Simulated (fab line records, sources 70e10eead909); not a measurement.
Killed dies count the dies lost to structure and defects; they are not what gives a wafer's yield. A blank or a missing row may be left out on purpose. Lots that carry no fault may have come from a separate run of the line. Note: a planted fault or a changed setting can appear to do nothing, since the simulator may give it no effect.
What tool caused it? ; flow nand harc ; at 1 step of a route of 1159, 24 lots with 72 wafers sampled

WHAT EACH GAUGE READ, for each wafer
NHARC_P_ZERO_WELL_CD_MEAS_37: target cd 720 nm. Usual: 719 nm for cd nm, sd 3.4.
lot;measured;on;cd nm (nm);flag
L074;day 1 15:55;cd sem-01;718 724 717;
L075;day 1 22:29;cd sem-03;726 719 722;
L076;day 2 04:07;cd sem-02;717 719 716;
L077;day 2 10:07;cd sem-01;716 715 720;
L078;day 2 15:50;cd sem-02;725 719 720;
L079;day 2 22:06;cd sem-01;714 713 717;
L080;day 3 03:52;cd sem-03;718 720 719;
L081;day 3 10:14;cd sem-01;724 726 726;
L082;day 3 16:08;cd sem-02;719 718 717;
L083;day 3 22:07;cd sem-03;717 719 719;
L084;day 4 04:07;cd sem-01;720 721 721;
L085;day 4 10:17;cd sem-03;715 716 719;
L086;day 4 16:01;cd sem-03;715 715 714;
L087;day 4 22:06;cd sem-03;720 721 725;
L088;day 5 04:07;cd sem-02;716 718 721;
L089;day 5 10:08;cd sem-01;719 717 718;
L090;day 5 16:07;cd sem-01;719 718 722;
L091;day 5 22:11;cd sem-03;717 715 719;
L092;day 6 04:13;cd sem-01;723 724 719;
L093;day 6 10:13;cd sem-01;723 719 722;
L094;day 6 16:19;cd sem-01;721 722 723;
L095;day 6 22:07;cd sem-02;715 719 717;
L096;day 7 04:07;cd sem-02;712 717 713;
L097;day 7 10:07;cd sem-01;726 720 720;

WHICH TOOL RAN EACH LOT (tool, then ch and the chambers of the sampled wafers, then the start)
The record shows no process step preceding these readings.

AS READ BY THE TOOLS THEMSELVES (means over the sampled wafers that have a number; for cases with no such wafer, the mark the record gives instead)
The record holds no such reading with a usual standard deviation.

THE ANSWER, worked out from the rows above alone
Rule: take the mean of a lot's wafers that have a number; if it is more than 3 standard deviations from the usual mean, the lot is off. Also off: a lot with no number at a reading for which 4 or more lots have one. Where the step has rows for the other lots, those lots are counted as sound. Order of review: gauges by route order, followed by the tools' own readings, for which a lot's mean as printed above is used. At the first step where some lot is off, the reading lying furthest off is the one used; lots without a number count as furthest.
No lot is off on any of the readings shown, so nothing can be concluded from this.

WHAT HAD BEEN PUT IN BY THE SIMULATOR
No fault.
